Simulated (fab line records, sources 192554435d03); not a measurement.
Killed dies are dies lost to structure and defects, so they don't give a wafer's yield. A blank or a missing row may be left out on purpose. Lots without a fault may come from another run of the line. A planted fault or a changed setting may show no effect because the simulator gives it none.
fab line records | flow n5_finfet
record lots=6 wafers=18 last_day=18
route steps=1938 shown BEOL_M9@1431
lots that met no fault: from a run of the same line without faults
start_h: hours from the record's first day to the start of the lot's first wafer shown | wait_h: hours since the lot's step before | " the same as in the row above | L1.1+2: a row that stands for several wafers | - no value, or no start given | * or withheld: withheld | < > ~ a bound
route shown NAME@n: a module of which the file shows steps, and the number in the route of the first | usual: mean/standard deviation of fault-free wafers | same: alike in all rows | chamber/n: place in a boat | sites: the reading at each site | _std_site: their standard deviation | _edge_site: outer sites' mean less inner sites' | radius_mm: how far each site lies from the wafer's centre | mask NAME#n: copy n | behind: the tool/chamber that last shaped the wafer | hold: why the lot was held/for how many hours/how that ended | device: the transistor (n, p or np) that didn't switch | end of line: the same wafers' tests at the end of the route | a step without rows: its recipe alone | killed: dies lost to structure and defects at the first sort, not the wafer's yield | map: a wafer's dies, x killed, . not, _ none there
set.NAME: the setting as run; set.NAME@STEP: as run at that earlier step | model.NAME: the simulator's own value behind a step, which no gauge read
lots at some steps of the route; a table a step, a row a wafer
services: from which hour (start_h, from the record's first day; less than 0 if before it) a tool's chamber was out of use, for how many hours, and why
## steps
# step N5_BEOL_M9_EXPOSE_25
# recipe mask_id=V8 na=0.33 source_shape=annular sigma_inner=0.4 sigma_outer=0.8 polarization=unpolarized dose_mj=37.25
# step N5_BEOL_M9_PEB_26
# recipe peb_temp_c=100 peb_time_s=60 resist=CAR-EUV
# step N5_BEOL_M9_DEVELOP_27
# recipe develop_time_s=30 developer=TMAH resist=CAR-EUV rinse_liquid=surfactant_rinse dry=air_spin dev_temp_c=23
# step N5_BEOL_M9_CD_MEAS_28
# recipe target_cd_nm=70 landing_energy_ev=500 detector=se_inlens polarity=opening
# usual cd_nm=70.15/0.27
# columns lot.wafer tool chamber start_h wait_h cd_nm
L717.2 cd_sem-02 0 266.44 - 69.77
L717.4 " 0 " " 70.29
L717.6 " 0 " " 69.97
L720.2 cd_sem-02 0 280.80 - 69.80
L720.3 " 0 " " 70.09
L720.4 " 0 " " 70.00
L722.1 cd_sem-01 0 301.70 - 70.14
L722.4 " 0 " " 70.16
L722.6 " 0 " " 69.75
L730.1 cd_sem-03 0 361.17 - 70.28
L730.3 " 0 " " 70.29
L730.5 " 0 " " 70.29
L731.2 cd_sem-01 0 361.34 - 70.34
L731.3 " 0 " " 70.08
L731.4 " 0 " " 70.36
L732.4 cd_sem-01 0 365.17 - 70.38
L732.5 " 0 " " 70.33
L732.6 " 0 " " 70.02
# step N5_BEOL_M9_OVL_MEAS_29
# recipe points_per_wafer=522
# usual V8_OVL=-0.5/0.64
# columns lot.wafer tool chamber start_h wait_h V8_OVL[nm]
L717.2 overlay-01 0 266.47 0.0 -1.6
L717.4 " 0 " " -1.9
L717.6 " 0 " " -1.8
L720.2 overlay-01 0 280.84 0.0 -1.5
L720.3 " 0 " " -0.7
L720.4 " 0 " " -0.9
L722.1 overlay-02 0 301.73 0.0 0.3
L722.4 " 0 " " 0.5
L722.6 " 0 " " 0.9
L730.1 overlay-01 0 361.20 0.0 -1.3
L730.3 " 0 " " -0.2
L730.5 " 0 " " -1.4
L731.2 overlay-02 0 361.37 0.0 0.0
L731.3 " 0 " " -0.9
L731.4 " 0 " " 0.1
L732.4 overlay-02 0 365.22 0.0 -1.2
L732.5 " 0 " " -0.4
L732.6 " 0 " " -0.5
# step N5_BEOL_M9_INSPECT_30
# recipe mode=adi inspect_instrument=brightfield
# usual raw_defect_count=417/93
# columns lot.wafer tool chamber start_h wait_h raw_defect_count
L717.2 defect_inspect-02 - 266.53 0.0 429
L717.4 " - " " 342
L717.6 " - " " 492
L720.2 defect_inspect-01 - 280.89 0.0 440
L720.3 " - " " 469
L720.4 " - " " 424
L722.1 defect_inspect-01 - 301.78 0.1 350
L722.4 " - " " 495
L722.6 " - " " 298
L730.1 defect_inspect-01 - 361.26 0.1 377
L730.3 " - " " 287
L730.5 " - " " 336
L731.2 defect_inspect-01 - 361.42 0.0 293
L731.3 " - " " 521
L731.4 " - " " 499
L732.4 defect_inspect-02 - 365.26 0.0 354
L732.5 " - " " 416
L732.6 " - " " 485
# step N5_BEOL_M9_DESCUM_33
# recipe chemistry=O2 time_s=7 source_power_w=50 bias_power_w=20 pressure_mtorr=20 rf_frequency_hz=2.712e+07 temp_c=40 resist=CAR-EUV o2_flow_sccm=225
# usual drypump_motor_current_A=5.7/0.39 oes_product_au=0.80/0.071 rf_vpp_V=243.3/1 showerhead_plenum_p_Torr=2.11/0.043 throttle_valve_pct=20.41/0.18
# columns lot.wafer tool chamber start_h wait_h drypump_motor_current_A oes_product_au rf_hours_counter_h rf_vpp_V showerhead_plenum_p_Torr throttle_valve_pct
L717.2 rie_diel-02 1 266.69 0.2 4.9 0.93 19 243.6 2.12 20.05
L717.4 " 1 " " 4.9 0.92 - 243.9 2.12 20.05
L717.6 " 0 " " 5.3 0.91 - 245.0 2.22 20.02
L720.2 rie_diel-04 3 280.94 0.1 5.7 0.83 67 243.3 2.10 20.39
L720.3 " 2 " " 6.3 0.83 78 244.0 2.12 20.53
L720.4 " 1 " " 5.3 0.88 41 242.6 2.02 20.14
L722.1 rie_diel-05 0 301.82 0.0 6.2 0.70 211 245.0 2.15 20.65
L722.4 " 2 " " 5.5 0.85 79 242.8 2.14 20.51
L722.6 " 1 " " 5.6 0.72 - 242.3 2.10 20.56
L730.1 rie_diel-02 0 361.29 0.0 5.4 0.86 51 244.8 2.21 20.05
L730.3 " 2 " " 5.6 0.71 212 242.6 2.09 20.40
L730.5 " 2 " " 5.6 0.71 - 244.0 2.09 20.39
L731.2 rie_diel-04 2 361.90 0.5 6.4 0.79 103 243.3 2.11 20.58
L731.3 " 3 " " 5.7 0.80 92 242.3 2.09 20.42
L731.4 " 1 " " 5.3 0.85 64 242.3 2.02 20.19
L732.4 rie_diel-04 3 365.29 0.0 5.7 0.81 93 243.7 2.09 20.43
L732.5 " 2 " " 6.4 0.79 - 242.5 2.11 20.55
L732.6 " 1 " " 5.3 0.84 - 242.4 2.02 20.18
# step N5_BEOL_M9_ETCH_76
# recipe chemistry=N2/H2 target=underlayer target_depth_a=65 mask_material=CAR-EUV time_s=5.2 ion_energy_ev=200 pressure_mtorr=30 source_w=840 bias_w=150 n2_flow_sccm=200 h2_flow_sccm=200 ends=cleared
# usual drypump_motor_current_A=5.7/0.39 etch_rf_on_time_s=5.22/0.12 oes_product_au=0.68/0.059 rf_fwd_power_W=819.5/2.5 rf_vpp_V=524.3/2 showerhead_plenum_p_Torr=2.56/0.063 throttle_valve_pct=17.85/0.25
# columns lot.wafer tool chamber start_h wait_h drypump_motor_current_A etch_rf_on_time_s oes_product_au rf_fwd_power_W rf_hours_counter_h rf_vpp_V showerhead_plenum_p_Torr throttle_valve_pct
L717.2 rie_diel-02 1 266.73 0.0 4.9 5.33 0.77 816.3 19 526.2 2.59 17.53
L717.4 " 1 " " 4.9 5.31 0.78 820.0 - 525.8 2.59 17.51
L717.6 " 0 " " 5.4 5.25 0.76 815.1 - 530.3 2.73 17.66
L720.2 rie_diel-04 3 280.98 0.0 5.7 5.26 0.71 823.2 67 525.5 2.60 18.05
L720.3 " 2 " " 6.4 5.05 0.71 820.3 78 524.4 2.58 18.09
L720.4 " 1 " " 5.4 5.08 0.75 819.4 41 524.0 2.48 17.73
L722.1 rie_diel-05 0 301.85 0.0 6.2 5.28 0.61 821.5 211 525.0 2.63 18.25
L722.4 " 2 " " 5.5 5.44 0.70 821.8 79 522.4 2.58 17.77
L722.6 " 1 " " 5.6 5.05 0.62 813.1 - 525.8 2.51 17.79
L730.1 rie_diel-02 0 361.33 0.0 5.4 5.31 0.73 816.4 51 530.7 2.72 17.69
L730.3 " 2 " " 5.6 5.32 0.61 817.9 212 522.4 2.51 17.65
L730.5 " 2 " " 5.6 5.35 0.61 821.8 - 521.6 2.51 17.66
L731.2 rie_diel-04 2 361.94 0.0 6.4 5.21 0.67 816.7 103 525.4 2.57 18.13
L731.3 " 3 " " 5.7 5.36 0.67 821.3 92 524.4 2.59 18.08
L731.4 " 1 " " 5.3 5.23 0.71 817.4 64 520.3 2.47 17.79
L732.4 rie_diel-04 3 365.33 0.0 5.7 5.29 0.67 819.8 93 526.4 2.59 18.10
L732.5 " 2 " " 6.4 5.08 0.70 826.0 - 523.6 2.57 18.16
L732.6 " 1 " " 5.4 5.09 0.72 820.0 - 522.7 2.47 17.80
# step N5_BEOL_M9_ETCH_65
# recipe chemistry=CF4 target=SiARC target_depth_a=156 mask_material=CAR-EUV time_s=26 ion_energy_ev=80 pressure_mtorr=40 source_w=545 bias_w=36 Ar_flow_sccm=100 cf4_flow_sccm=100 ends=cleared
# usual drypump_motor_current_A=5.7/0.39 etch_rf_on_time_s=26.1/0.49 oes_product_au=0.68/0.059 rf_fwd_power_W=531.8/1.8 rf_vpp_V=184.2/0.94 showerhead_plenum_p_Torr=2.16/0.045 throttle_valve_pct=15.59/0.2
# columns lot.wafer tool chamber start_h wait_h drypump_motor_current_A etch_rf_on_time_s oes_product_au rf_fwd_power_W rf_hours_counter_h rf_vpp_V showerhead_plenum_p_Torr throttle_valve_pct
L717.2 rie_diel-02 1 266.75 0.0 4.9 26.9 0.77 530.3 19 186.5 2.18 15.28
L717.4 " 1 " " 4.9 26.8 0.77 532.4 - 185.1 2.18 15.28
L717.6 " 0 " " 5.4 26.3 0.77 533.9 - 185.3 2.27 15.26
L720.2 rie_diel-04 3 280.99 0.0 5.7 26.4 0.71 534.4 67 182.4 2.18 15.74
L720.3 " 2 " " 6.4 25.6 0.71 535.0 78 183.2 2.18 15.73
L720.4 " 1 " " 5.3 25.8 0.75 531.5 41 183.9 2.08 15.33
L722.1 rie_diel-05 0 301.87 0.0 6.2 26.0 0.61 529.1 211 184.5 2.20 15.94
L722.4 " 2 " " 5.5 26.5 0.71 533.3 79 184.8 2.16 15.53
L722.6 " 1 " " 5.6 25.4 0.62 532.7 - 183.9 2.13 15.64
L730.1 rie_diel-02 0 361.34 0.0 5.4 26.3 0.73 532.3 51 185.4 2.26 15.31
L730.3 " 2 " " 5.5 26.6 0.60 527.9 212 184.0 2.12 15.58
L730.5 " 2 " " 5.6 26.5 0.60 530.4 - 183.8 2.12 15.58
L731.2 rie_diel-04 2 361.95 0.0 6.4 25.9 0.68 529.3 103 183.2 2.17 15.78
L731.3 " 3 " " 5.7 26.6 0.67 532.0 92 184.6 2.17 15.79
L731.4 " 1 " " 5.3 25.5 0.72 534.1 64 183.2 2.07 15.39
L732.4 rie_diel-04 3 365.34 0.0 5.7 26.5 0.68 532.3 93 183.3 2.17 15.80
L732.5 " 2 " " 6.4 25.6 0.69 534.4 - 185.1 2.17 15.79
L732.6 " 1 " " 5.3 25.7 0.72 529.9 - 183.0 2.07 15.40
# step N5_BEOL_M9_ETCH_66
# recipe chemistry=N2/H2 target=SOC target_depth_a=800 overetch_a=160 mask_material=SiARC temp_c=40 time_s=120 ion_energy_ev=200 pressure_mtorr=30 source_w=840 bias_w=150 n2_flow_sccm=200 h2_flow_sccm=200
# usual drypump_motor_current_A=5.7/0.39 oes_product_au=0.61/0.052 rf_fwd_power_W=835/3.1 rf_vpp_V=524.4/1.6 showerhead_plenum_p_Torr=2.56/0.063 throttle_valve_pct=17.82/0.24
# columns lot.wafer tool chamber start_h wait_h drypump_motor_current_A oes_product_au rf_fwd_power_W rf_hours_counter_h rf_vpp_V showerhead_plenum_p_Torr throttle_valve_pct
L717.2 rie_diel-02 1 266.77 0.0 4.9 0.70 834 19 523.6 2.59 17.48
L717.4 " 1 " " 4.9 0.70 832 - 526.1 2.59 17.49
L717.6 " 0 " " 5.4 0.69 838 - 527.7 2.73 17.64
L720.2 rie_diel-04 3 281.02 0.0 5.7 0.63 834 67 526.0 2.60 18.02
L720.3 " 2 " " 6.4 0.63 838 78 523.5 2.58 18.04
L720.4 " 1 " " 5.3 0.67 835 41 522.7 2.48 17.71
L722.1 rie_diel-05 0 301.90 0.0 6.2 0.55 831 211 526.1 2.63 18.24
L722.4 " 2 " " 5.5 0.64 835 79 526.5 2.58 17.75
L722.6 " 1 " " 5.6 0.55 830 - 524.0 2.51 17.74
L730.1 rie_diel-02 0 361.37 0.0 5.3 0.66 836 51 528.6 2.72 17.68
L730.3 " 2 " " 5.6 0.55 833 212 523.3 2.51 17.60
L730.5 " 2 " " 5.6 0.55 832 - 523.4 2.51 17.61
L731.2 rie_diel-04 2 361.98 0.0 6.4 0.62 835 103 523.9 2.57 18.09
L731.3 " 3 " " 5.7 0.62 833 92 523.6 2.59 18.07
L731.4 " 1 " " 5.4 0.64 834 64 522.1 2.47 17.74
L732.4 rie_diel-04 3 365.37 0.0 5.7 0.61 837 93 523.1 2.59 18.06
L732.5 " 2 " " 6.4 0.61 836 - 524.0 2.57 18.10
L732.6 " 1 " " 5.3 0.63 833 - 522.7 2.47 17.74
# step N5_BEOL_M9_STRIP_69
# recipe chemistry=N2/H2 temp_c=40 n2_flow_sccm=200 h2_flow_sccm=200 rf_frequency_hz=6e+07
# step N5_BEOL_M9_STRIP_77
# recipe chemistry=N2/H2 temp_c=40 n2_flow_sccm=200 h2_flow_sccm=200 rf_frequency_hz=6e+07
# step N5_BEOL_M9_VIA_ETCH_34
# recipe chemistry=C4F6/O2 target=SiCOH_lowk target_depth_a=1824 mask_material=SOC taper_deg=4 time_s=68.4 ion_energy_ev=250 pressure_mtorr=30 source_w=345 bias_w=185 Ar_flow_sccm=300 C4F6_flow_sccm=10 O2_flow_sccm=10
# usual drypump_motor_current_A=5.7/0.39 oes_f_703_au=0.79/0.062 oes_o_777_au=0.80/0.063 oes_product_au=0.80/0.071 rf_fwd_power_W=341.9/1.4 rf_vpp_V=668/7.9 showerhead_plenum_p_Torr=2.87/0.059 throttle_valve_pct=20.90/0.21
# columns lot.wafer tool chamber start_h wait_h drypump_motor_current_A oes_f_703_au oes_o_777_au oes_product_au rf_fwd_power_W rf_hours_counter_h rf_vpp_V showerhead_plenum_p_Torr throttle_valve_pct model.etch.depth_nm model.SOC_of_BEOL_M9_COAT_63.thk_nm
L717.2 rie_diel-02 1 266.87 0.0 4.9 0.89 0.89 0.91 339.8 19 659 2.90 20.60 180 51.2
L717.4 " 1 " " 4.9 0.89 0.88 0.91 341.0 - 660 2.90 20.57 181.5 51
L717.6 " 0 " " 5.4 0.86 0.88 0.90 343.7 - 671 3.01 20.50 184.1 50.8
L720.2 rie_diel-04 3 281.12 0.0 5.7 0.79 0.77 0.82 343.0 67 680 2.90 21.07 179.2 51.4
L720.3 " 2 " " 6.4 0.84 0.83 0.83 344.3 78 674 2.89 21.03 183.1 50.8
L720.4 " 1 " " 5.4 0.88 0.87 0.88 342.1 41 671 2.76 20.66 182.9 51
L722.1 rie_diel-05 0 302.00 0.0 6.2 0.71 0.70 0.71 341.5 211 671 2.94 21.25 179.6 51.2
L722.4 " 2 " " 5.5 0.82 0.84 0.84 340.8 79 664 2.87 20.78 180 50.8
L722.6 " 1 " " 5.6 0.73 0.75 0.72 341.9 - 662 2.84 20.97 184.2 50.6
L730.1 rie_diel-02 0 361.47 0.0 5.4 0.83 0.84 0.87 341.7 51 672 3.00 20.53 182.8 50.6
L730.3 " 2 " " 5.6 0.71 0.73 0.70 342.7 213 661 2.81 20.68 178 51
L730.5 " 2 " " 5.6 0.72 0.73 0.70 342.0 - 663 2.81 20.67 176.4 51
L731.2 rie_diel-04 2 362.08 0.0 6.4 0.81 0.81 0.80 343.2 103 674 2.88 21.09 180.5 51.2
L731.3 " 3 " " 5.7 0.76 0.74 0.79 342.6 92 680 2.89 21.12 179.8 51.6
L731.4 " 1 " " 5.3 1.08 1.04 0.89 423.5 64 600 2.75 20.73 199.9 50.4
L732.4 rie_diel-04 3 365.47 0.0 5.7 0.76 0.73 0.80 342.1 93 681 2.88 21.12 182.3 51.4
L732.5 " 2 " " 6.4 0.81 0.81 0.80 344.3 - 673 2.88 21.09 182.9 51.2
L732.6 " 1 " " 5.4 1.08 1.05 0.89 426.9 - 601 2.75 20.71 199.9 50.4
# step N5_BEOL_M9_STRIP_73
# recipe chemistry=C4F6/O2 resist=SiARC rf_frequency_hz=6e+07
## services
# columns tool chamber start_h hours kind
rie_diel-02 3 264.08 11.4 repair
rie_diel-02 - 271.71 2.8 pm
rie_diel-02 - 300.28 4.0 repair
rie_diel-02 0 322.58 9.6 repair
rie_diel-04 1 330.34 2.0 repair
rie_diel-02 - 337.47 0.7 repair
rie_diel-05 3 351.34 12.4 repair
## key
first_sign step=N5_BEOL_M9_VIA_ETCH_34 reading=rf_fwd_power_W direction=up sigmas=58 usual=* struck=*
effect step=N5_BEOL_M9_VIA_ETCH_34 reading=rf_vpp_V direction=down sigmas=8.5 usual=668 struck=600
model_effect step=N5_BEOL_M9_VIA_ETCH_34 value=etch.depth_nm without=183.9 struck=199.9
met_at N5_BEOL_M9_VIA_ETCH_34
struck_wafers L731.4,L732.6
baseline_loss step=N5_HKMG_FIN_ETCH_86 wafers=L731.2
onset_between 281.12 362.08
fault kind=process_parameter_drift tool=rie_diel-04 chamber=1 onset_h=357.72 steps=N5_BEOL_M9_VIA_ETCH_34 channel=source_w offset=82.8 shape=step end_h=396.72 acts_in=these_recipes_only stated=345
# baseline_loss: these wafers lose ten dies or more at that step, a loss of the line's own and not of a fault; the sort's usual values leave them out
